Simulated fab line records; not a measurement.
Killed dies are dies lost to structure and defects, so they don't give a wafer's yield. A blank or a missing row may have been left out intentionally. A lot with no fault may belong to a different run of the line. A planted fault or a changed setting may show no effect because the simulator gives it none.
One fault through the eyes of 3 desks | flow nandHarc | each desk has only its own numbers; what lay behind them comes last

FROM THE METROLOGY DESK
Lot by lot, what the gauges showed, no matter which tool ran the lot: averages of those sampled wafers that carry a number. Any lot whose mean is over 4 standard deviations away from the usual mean is out of limits and marked OUT; that distance is given in the brackets.
Columns: A = cdNm at NHARC_P_M2_CD_MEAS_09, usual 170.3 nm
lot  | first seen here | A
L636 | day 6 03:11     | 169.8
L637 | day 6 14:23     | 169.9
L639 | day 6 22:34     | 169.7
L641 | day 7 17:02     | 169.6
L646 | day 8 11:28     | 171.0
L648 | day 9 09:53     | 170.9
L651 | day 9 19:34     | 171.1
L653 | day 10 16:13    | 170.0
L655 | day 11 02:06    | 171.0
L656 | day 11 03:19    | 170.7
L659 | day 11 20:35    | 170.8
Finding of this desk: none of the 11 lots has anything out of limits.

THE DEFECT DESK
Per lot, the means of the sampled wafers with a number show what the inspections along the route counted. Any lot whose mean is over 4 standard deviations away from the usual mean is out of limits and marked OUT; that distance is given in the brackets.
Columns: A = rawDefectCount at NHARC_P_M1_INSPECT_27, usual 314
lot  | first seen here | A
L636 | day 6 01:55     | 322
L637 | day 6 12:59     | 325
L639 | day 6 21:17     | 284
L641 | day 7 15:38     | 282
L646 | day 8 10:03     | 398
L648 | day 9 08:29     | 318
L651 | day 9 18:18     | 400
L653 | day 10 14:49    | 429
L655 | day 11 00:41    | 213
L656 | day 11 01:37    | 263
L659 | day 11 19:11    | 299
Finding of this desk: none of the 11 lots has anything out of limits.

DESK OF THE TOOL OWNER: lithoTrack-04
The tool's own readings at NHARC_P_M2_PEB_07 (peb time 65 s): means of the sampled wafers that have a number, for each lot that ran on this tool. Any lot whose mean is over 4 standard deviations away from the usual mean is out of limits and marked OUT; that distance is given in the brackets.
Columns: A = chillPlateTempC at NHARC_P_M2_PEB_07, usual 22.99 C; B = heaterPowerTotalW at NHARC_P_M2_PEB_07, usual 156.6 W; C = plateTempC at NHARC_P_M2_PEB_07, usual 99.99 C
lot  | first seen here | A     | B     | C
L636 | day 6 03:06     | 22.98 | 156.5 | 100.04
L637 | day 6 14:17     | 23.23 | 156.9 | 99.91
L641 | day 7 16:57     | 23.04 | 156.4 | 99.92
L646 | day 8 11:23     | 23.12 | 156.3 | 99.98
L648 | day 9 09:49     | 22.92 | 156.4 | 100.01
L659 | day 11 20:30    | 22.89 | 156.8 | 99.98
Finding of this desk: none of the 6 lots has anything out of limits.

BROUGHT TOGETHER
Nothing out of limits was seen by the metrology desk.
No out-of-limits result turned up at the defect desk.
Nothing out of limits was seen by the tool owner's desk.

WHAT THE SIMULATOR HAD PUT IN
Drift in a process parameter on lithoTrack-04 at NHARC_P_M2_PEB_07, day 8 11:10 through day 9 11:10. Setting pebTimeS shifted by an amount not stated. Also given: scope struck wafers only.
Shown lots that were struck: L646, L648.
